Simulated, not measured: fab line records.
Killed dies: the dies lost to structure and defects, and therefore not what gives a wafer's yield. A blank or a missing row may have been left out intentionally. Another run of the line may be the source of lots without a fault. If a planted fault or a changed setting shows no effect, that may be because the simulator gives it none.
Matching of chambers	flow n5_finfet	N5_MOL_CONTACT_COAG_ETCH_47 on rie_diel-06: 3 sister chambers
The step etches SiNx in CH3F/O2, stops on W, target depth 27 nm. 3 wafers are shown with their chamber, then 8 later ones without.

WAFERS WITH THEIR CHAMBER
wafer	chamber	drypump_motor_current_A (A)
L087.4	3	6.5
L090.4	1	6.0
L090.6	2	5.4

WAFERS MISSING THEIR CHAMBER
wafer	drypump_motor_current_A (A)
L093.1	6.0
L093.4	5.5
L093.6	6.0
L094.2	6.5
L094.4	5.5
L094.5	6.5
L097.5	6.5
L097.6	5.4

WHICH CHAMBER EACH WENT THROUGH
wafer	from the rows above	in truth
L093.1	1	1
L093.4	2	2
L093.6	1	1
L094.2	3	3
L094.4	2	2
L094.5	3	3
L097.5	3	3
L097.6	2	2
Placed correctly: 8 of 8. Not placeable from these rows: 0. Placed wrongly: 0.
How it was worked out, from the rows above alone: a wafer's distance from a chamber is the root of the sum, over the readings, of the square of ((its reading less the chamber's mean) divided by the reading's scatter). The wafer belongs to the nearest chamber; if the next one is less than 2 further off, it can't be placed. For every chamber, the mean is computed from those of its wafers that are shown. The scatter: root of mean squared gap, hidden wafer to nearest shown wafer, with one shown wafer a chamber.
